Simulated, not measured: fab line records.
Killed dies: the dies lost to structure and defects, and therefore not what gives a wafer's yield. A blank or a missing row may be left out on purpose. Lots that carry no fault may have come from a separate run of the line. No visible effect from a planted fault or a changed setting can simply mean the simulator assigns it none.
Chamber matching | flow n5 finfet | N5_FIN_SAQP_SPACER2_ALD_28 on ald sin-01 has 4 sister chambers
The step deposits SiO2, target thk 8.1 nm, pulse time 1 s, purge time 2 s. 22 wafers are shown with their chamber, then 11 later ones without.

## EACH WAFER AND ITS CHAMBER
wafer  | chamber | heater power w (W) | precursor pulse height rel
L074.1 | 1       | 563                | 1.003
L074.2 | 0       | 445                | 1.021
L074.3 | 3       | 510                | 1.006
L075.1 | 1       | 563                | 0.988
L075.5 | 1       | 572                | 0.998
L075.6 | 2       | 568                | 1.022
L078.3 | 2       | 579                | 0.952
L078.4 | 3       | 529                | 0.997
L078.6 | 3       | 509                | 1.010
L079.2 | 1       | 556                | 0.967
L079.3 | 0       | 447                | 1.002
L079.4 | 2       | 597                | 0.963
L080.1 | 3       | 514                | 1.002
L080.3 | 0       | 459                | 1.071
L080.5 | 2       | 581                | 1.019
L081.1 | 2       | 589                | 0.998
L081.4 | 1       | 567                | 1.006
L081.6 | 3       | 516                | 1.019
L088.1 | 0       | 420                | 1.010
L088.2 | 3       | 506                | 0.969
L088.6 | 0       | 421                | 1.012
L090.1 | 1       | 556                | 1.017

SIGNATURES (means of the wafers above)
reading                    | chamber 0 | chamber 1 | chamber 2 | chamber 3 | scatter within a chamber
heater power w             | 438.40    | 562.83    | 582.80    | 514.00    | 11
precursor pulse height rel | 1.02320   | 0.99650   | 0.99080   | 1.00050   | 0.0237
Rule: for a wafer and a chamber, the distance is found by dividing, reading by reading, the gap between the wafer's reading and the chamber's mean by the reading's scatter, squaring, summing and taking the root. The wafer belongs to the nearest chamber; if the next one is less than 2 further off, it can't be placed. The scatter: the root of (the sum of the squares of (reading less its chamber's mean) over the shown wafers, divided by (wafers less chambers)).

## WAFERS WITH NO CHAMBER GIVEN
wafer  | heater power w (W) | precursor pulse height rel
L090.2 | 404                | 1.020
L090.3 | 524                | 0.993
L091.1 | 521                | 1.022
L091.4 | 566                | 1.026
L091.6 | 591                | 1.049
L092.1 | 409                | 0.979
L092.2 | 544                | 0.993
L092.3 | 500                | 0.996
L095.2 | 605                | 1.001
L095.3 | 540                | 1.038
L095.6 | 406                | 1.012

## CHAMBER TAKEN BY EACH
wafer  | from the rows above          | in truth
L090.2 | 0                            | 0
L090.3 | 3                            | 3
L091.1 | 3                            | 3
L091.4 | can't be placed: 1 or 2      | 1
L091.6 | can't be placed: 2 or 1      | 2
L092.1 | 0                            | 0
L092.2 | can't be placed: 1 or 3 or 2 | 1
L092.3 | 3                            | 3
L095.2 | can't be placed: 2 or 1      | 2
L095.3 | can't be placed: 1 or 3 or 2 | 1
L095.6 | 0                            | 0
Correctly placed: 6 of 11. Can't be placed from these rows: 5 (the true chamber is among the candidates in 5). Wrongly placed: 0.
